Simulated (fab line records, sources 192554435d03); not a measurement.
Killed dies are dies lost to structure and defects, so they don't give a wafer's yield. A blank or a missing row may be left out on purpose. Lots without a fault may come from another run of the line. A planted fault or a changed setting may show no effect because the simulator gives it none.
Split-lot experiment | flow n5_finfet | 7 lots, 39 wafers read, on a route of 1938 steps

THE SPLIT
At N5_FIN_CUT_CUT_ETCH_26 (etches SiNx in CH3F/O2, target depth 39 nm, time 55.7 s), the setting target_depth_a was moved away from the recipe's 390 angstrom on 12 of the 39 wafers read, by -8.4% to +10.1%. The other wafers ran this setting at the recipe's value.

The reading is taken at the split's own step.

THE READING
etch.depth_nm (the simulator's own value, which no gauge read), in nm, at N5_FIN_CUT_CUT_ETCH_26 (etches SiNx in CH3F/O2, target depth 39 nm, time 55.7 s). The file gives no usual value for it. The 27 wafers here that ran the recipe average 38.44 nm, standard deviation 0.65 nm.

wafer  | tool, chamber at the split | target_depth_a as run, angstrom | against the recipe | etch.depth_nm, nm | against lot-mates on the recipe
L074.1 | rie_diel-02, 1             | 390                             | recipe             | 38.35             | -
L074.2 | rie_diel-02, 3             | 390                             | recipe             | 39                | -
L074.4 | rie_diel-02, 3             | 390                             | recipe             | 38.69             | -
L077.1 | rie_diel-05, 0             | 390                             | recipe             | 39.01             | -
L077.2 | rie_diel-05, 2             | 390                             | recipe             | 38.98             | -
L077.3 | rie_diel-05, 3             | 357.4                           | -8.4%              | 34.53             | -4.41
L077.4 | rie_diel-05, 0             | 357.4                           | -8.4%              | 35.71             | -3.23
L077.5 | rie_diel-05, 2             | 390                             | recipe             | 38.84             | -
L077.6 | rie_diel-05, 3             | 357.4                           | -8.4%              | 34.42             | -4.52
L078.1 | rie_diel-05, 3             | 429.2                           | +10.1%             | 40.99             | +2.73
L078.2 | rie_diel-05, 2             | 390                             | recipe             | 38.64             | -
L078.3 | rie_diel-05, 1             | 429.2                           | +10.1%             | 43.03             | +4.77
L078.4 | rie_diel-05, 0             | 429.2                           | +10.1%             | 42.51             | +4.25
L078.5 | rie_diel-05, 0             | 390                             | recipe             | 38.61             | -
L078.6 | rie_diel-05, 3             | 390                             | recipe             | 37.52             | -
L079.1 | rie_diel-02, 1             | 408.1                           | +4.6%              | 40.2              | +1.36
L079.2 | rie_diel-02, 0             | 390                             | recipe             | 38.81             | -
L079.3 | rie_diel-02, 3             | 390                             | recipe             | 38.2              | -
L079.4 | rie_diel-02, 2             | 390                             | recipe             | 39.5              | -
L079.5 | rie_diel-02, 2             | 408.1                           | +4.6%              | 41.18             | +2.34
L079.6 | rie_diel-02, 1             | 408.1                           | +4.6%              | 40.16             | +1.32
L089.1 | rie_diel-05, 0             | 390                             | recipe             | 38.52             | -
L089.2 | rie_diel-05, 1             | 422.7                           | +8.4%              | 43.08             | +4.62
L089.3 | rie_diel-05, 3             | 422.7                           | +8.4%              | 40.52             | +2.06
L089.4 | rie_diel-05, 3             | 390                             | recipe             | 37.51             | -
L089.5 | rie_diel-05, 0             | 422.7                           | +8.4%              | 41.66             | +3.20
L089.6 | rie_diel-05, 1             | 390                             | recipe             | 39.34             | -
L091.1 | rie_diel-04, 2             | 390                             | recipe             | 38.2              | -
L091.2 | rie_diel-04, 0             | 390                             | recipe             | 37.3              | -
L091.3 | rie_diel-04, 1             | 390                             | recipe             | 39.34             | -
L091.4 | rie_diel-04, 0             | 390                             | recipe             | 37.63             | -
L091.5 | rie_diel-04, 1             | 390                             | recipe             | 39.48             | -
L091.6 | rie_diel-04, 2             | 390                             | recipe             | 38.08             | -
L093.1 | rie_diel-02, 2             | 390                             | recipe             | 39.08             | -
L093.2 | rie_diel-02, 1             | 390                             | recipe             | 38.03             | -
L093.3 | rie_diel-02, 3             | 390                             | recipe             | 37.84             | -
L093.4 | rie_diel-02, 0             | 390                             | recipe             | 37.88             | -
L093.5 | rie_diel-02, 0             | 390                             | recipe             | 37.74             | -
L093.6 | rie_diel-02, 3             | 390                             | recipe             | 37.79             | -

THE FIT
A straight line over all 39 wafers: etch.depth_nm changes by +0.4 nm for each +1% of target_depth_a; r = +0.93; the points scatter about the line by 0.72 nm.
The same after taking each lot's own level away (the mean of its wafers on the recipe; 39 wafers): +0.42 nm for each +1%; r = +0.94; scatter 0.68 nm.
On that fit, the largest move of target_depth_a shifts the reading by 4.2 nm.
The lots' own levels span 38.060 to 38.943 nm, that is 1.4 times the standard deviation above.
So the lot-to-lot level changes the slope little: the two slopes agree.
Check: with one of the wafers moved furthest among these (+10.1%) left out of the fit, the line predicts +4.33 nm for it against its lot-mates. It came out at +2.73 nm against them.

OTHER SPLITS ON THESE WAFERS
These wafers also went through other splits before the reading. Each is held against what the fit with the lots' levels taken away leaves over:
other split on the same wafers    | wafers away from the commonest value | r with etch.depth_nm (lot level and that fit taken away)
N5_WELL_APT_IMPLANT_15 energy_kev | 15                                   | -0.03

THE FILE'S OWN FIT
etch.depth_nm changes by +0.414 nm for each +1% of target_depth_a, r = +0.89.
